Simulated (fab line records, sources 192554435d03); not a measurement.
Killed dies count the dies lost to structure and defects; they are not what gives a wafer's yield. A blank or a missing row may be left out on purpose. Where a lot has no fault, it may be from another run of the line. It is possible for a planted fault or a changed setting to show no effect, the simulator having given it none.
Which tool is to blame? ; flow n5_finfet ; route of 1938 steps, sampled at 1 step: 20 lots, 60 wafers

WHAT EACH GAUGE READ, for each wafer
N5_MOL_CONTACT_COAG_CD_MEAS_40 targets a cd of 25.1 nm. Usual: 25.11 nm for cd_nm, sd 0.23.
lot;measured;on;cd_nm (nm);flag
L074;day 5 02:14;cd_sem-03;24.85 24.99 25.02;
L076;day 5 14:47;cd_sem-03;24.93 25.12 25.27;
L077;day 6 00:20;cd_sem-03;25.19 25.12 25.12;
L078;day 6 02:58;cd_sem-01;25.07 25.22 25.12;
L079;day 6 10:56;cd_sem-03;25.24 24.98 25.06;
L080;day 6 17:36;cd_sem-02;24.66 24.58 25.00;
L081;day 6 23:17;cd_sem-02;25.75 25.57 25.01;
L082;day 7 03:46;cd_sem-01;24.96 25.76 25.02;
L083;day 7 05:49;cd_sem-03;25.12 25.01 25.09;
L084;day 7 22:36;cd_sem-03;25.24 25.03 25.26;
L085;day 7 23:03;cd_sem-01;25.17 25.27 25.18;
L087;day 9 10:19;cd_sem-01;25.08 25.20 25.33;
L089;day 9 16:53;cd_sem-03;24.99 25.43 25.22;
L090;day 9 17:02;cd_sem-03;25.00 25.30 24.81;
L091;day 10 20:36;cd_sem-02;24.97 24.74 25.22;
L094;day 10 22:28;cd_sem-03;25.42 25.07 25.32;
L095;day 10 23:30;cd_sem-02;25.79 25.24 25.01;
L092;day 11 01:38;cd_sem-03;24.77 25.25 25.00;
L096;day 11 02:31;cd_sem-03;24.78 24.52 25.24;
L097;day 11 11:06;cd_sem-01;24.76 25.22 25.07;

TOOL THAT RAN EACH LOT (tool first, then ch and the chambers of the sampled wafers, then the start)
The record shows no process step preceding these readings.

AS READ BY THE TOOLS THEMSELVES (means over the sampled wafers that have a number; for cases with no such wafer, the mark the record gives instead)
The record holds no such reading with a usual standard deviation.

THE ANSWER, worked out from the rows above alone
Rule: take the mean of a lot's wafers that have a number; if it is more than 3 standard deviations from the usual mean, the lot is off. A lot without any number at a reading at which 4 lots or more have one is off too. Where the step has rows for the other lots, those lots are counted as sound. First the gauges in route order, then the tools' own readings, where a lot's mean is used as printed above. The first step at which some lot is off is used, and at that step the reading that is off furthest; a lot without a number counts as furthest.
No lot is off on any of the readings shown, so nothing can be concluded from this.

WHAT WAS PUT IN BY THE SIMULATOR
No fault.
